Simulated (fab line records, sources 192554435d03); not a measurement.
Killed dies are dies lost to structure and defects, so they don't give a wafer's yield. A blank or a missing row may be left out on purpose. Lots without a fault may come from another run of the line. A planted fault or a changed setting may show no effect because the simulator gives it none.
Split-lot experiment | flow n5_finfet | 7 lots, 21 wafers read, on a route of 1938 steps

THE SPLIT
At N5_BEOL_M2_COAT_62 (time 60 s, resist thk 12 nm), the setting spin_rpm was moved away from the recipe's 1500 rpm on 9 of the 21 wafers read, by -11.1% to +10.4%. The other wafers ran this setting at the recipe's value.

FROM THE SPLIT TO THE READING: what the file shows between them, 4 steps
- N5_BEOL_M2_COAT_73: time 60 s, resist thk 5 nm
- N5_BEOL_M2_COAT_05: resist thk 30 nm
- N5_BEOL_M2_DESCUM_16: chemistry O2, time 7 s
- N5_BEOL_M2_ETCH_74: etches underlayer in N2/H2, target depth 6.5 nm, time 5.2 s

THE READING
etch.depth_nm (the simulator's own value, which no gauge read), in nm, at N5_BEOL_M2_ETCH_63 (etches SiARC in CF4, target depth 15.6 nm, time 26 s). The file gives no usual value for it. The 12 wafers here that ran the recipe average 11.99 nm, standard deviation 0.032 nm.

wafer  | tool, chamber at the split | spin_rpm as run, rpm | against the recipe | etch.depth_nm, nm | against lot-mates on the recipe
L074.3 | litho_track-05, 0          | 1500                 | recipe             | 12.03             | -
L074.5 | litho_track-05, 0          | 1500                 | recipe             | 12                | -
L074.6 | litho_track-05, 0          | 1414                 | -5.7%              | 12.36             | +0.34
L076.1 | litho_track-05, 0          | 1554                 | +3.6%              | 11.73             | -0.23
L076.2 | litho_track-05, 0          | 1500                 | recipe             | 11.96             | -
L076.5 | litho_track-05, 0          | 1554                 | +3.6%              | 11.78             | -0.18
L081.1 | litho_track-01, 0          | 1500                 | recipe             | 11.97             | -
L081.2 | litho_track-01, 0          | 1656                 | +10.4%             | 11.45             | -0.52
L081.6 | litho_track-01, 0          | 1656                 | +10.4%             | 11.42             | -0.55
L083.1 | litho_track-04, 0          | 1500                 | recipe             | 12                | -
L083.3 | litho_track-04, 0          | 1500                 | recipe             | 11.95             | -
L083.4 | litho_track-04, 0          | 1500                 | recipe             | 11.98             | -
L086.2 | litho_track-01, 0          | 1500                 | recipe             | 12                | -
L086.6 | litho_track-01, 0          | 1500                 | recipe             | 12                | -
L086.5 | litho_track-01, 0          | 1500                 | recipe             | 12.04             | -
L087.3 | litho_track-04, 0          | 1631                 | +8.7%              | 11.45             | -0.48
L087.4 | litho_track-04, 0          | 1631                 | +8.7%              | 11.47             | -0.46
L087.5 | litho_track-04, 0          | 1500                 | recipe             | 11.93             | -
L092.1 | litho_track-01, 0          | 1500                 | recipe             | 12.02             | -
L092.5 | litho_track-01, 0          | 1333                 | -11.1%             | 12.74             | +0.72
L092.6 | litho_track-01, 0          | 1333                 | -11.1%             | 12.76             | +0.74

THE FIT
A straight line over all 21 wafers: etch.depth_nm changes by -0.0619 nm for each +1% of spin_rpm; r = -0.99; the points scatter about the line by 0.043 nm.
The same after taking each lot's own level away (the mean of its wafers on the recipe; 21 wafers): -0.0583 nm for each +1%; r = -0.99; scatter 0.035 nm.
On that fit, the largest move of spin_rpm shifts the reading by 0.65 nm.
The lots' own levels span 11.930 to 12.020 nm, that is 2.8 times the standard deviation above.
So the lot-to-lot level changes the slope little: the two slopes agree.
Check: with one of the wafers moved furthest among these (-11.1%) left out of the fit, the line predicts +0.65 nm for it against its lot-mates. It came out at +0.72 nm against them.

OTHER SPLITS ON THESE WAFERS
These wafers also went through other splits before the reading. Each is held against what the fit with the lots' levels taken away leaves over:
other split on the same wafers         | wafers away from the commonest value | r with etch.depth_nm (lot level and that fit taken away)
N5_SDB_ETCH_18 time_s                  | 7                                    | -0.44
N5_HKMG_FIN_EXPOSE_09 dose_mj          | 4                                    | -0.20
N5_MOL_CONTACT_COAG_ALD_131 ald_cycles | 8                                    | -0.18
N5_MOL_CONTACT_COAG_ETCH_91 source_w   | 9                                    | +0.14
N5_BEOL_M0_SAQP_COAT_82 spin_rpm       | 7                                    | -0.23
N5_BEOL_M0_SAQP_PEB_12 peb_time_s      | 7                                    | -0.14
N5_BEOL_M1_COAT_05 spin_rpm            | 3                                    | +0.28
N5_BEOL_M1_ETCH_74 bias_w              | 5                                    | -0.53

THE WHOLE CHAIN: every reading that the file lists as answering this split, in the file's order
step               | what it does                                         | reading                                                                          | change (the file's fit)                | r (the file's)
N5_BEOL_M2_COAT_62 | time 60 s, resist thk 12 nm                          | SiARC_of_BEOL_M2_COAT_62.thk_nm (the simulator's own value, which no gauge read) | -0.0661 nm for each +1% of the setting | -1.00
N5_BEOL_M2_ETCH_63 | etches SiARC in CF4, target depth 15.6 nm, time 26 s | etch.depth_nm (the simulator's own value, which no gauge read)                   | -0.058 nm for each +1% of the setting  | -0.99

THE FILE'S OWN FIT
etch.depth_nm changes by -0.058 nm for each +1% of spin_rpm, r = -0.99.
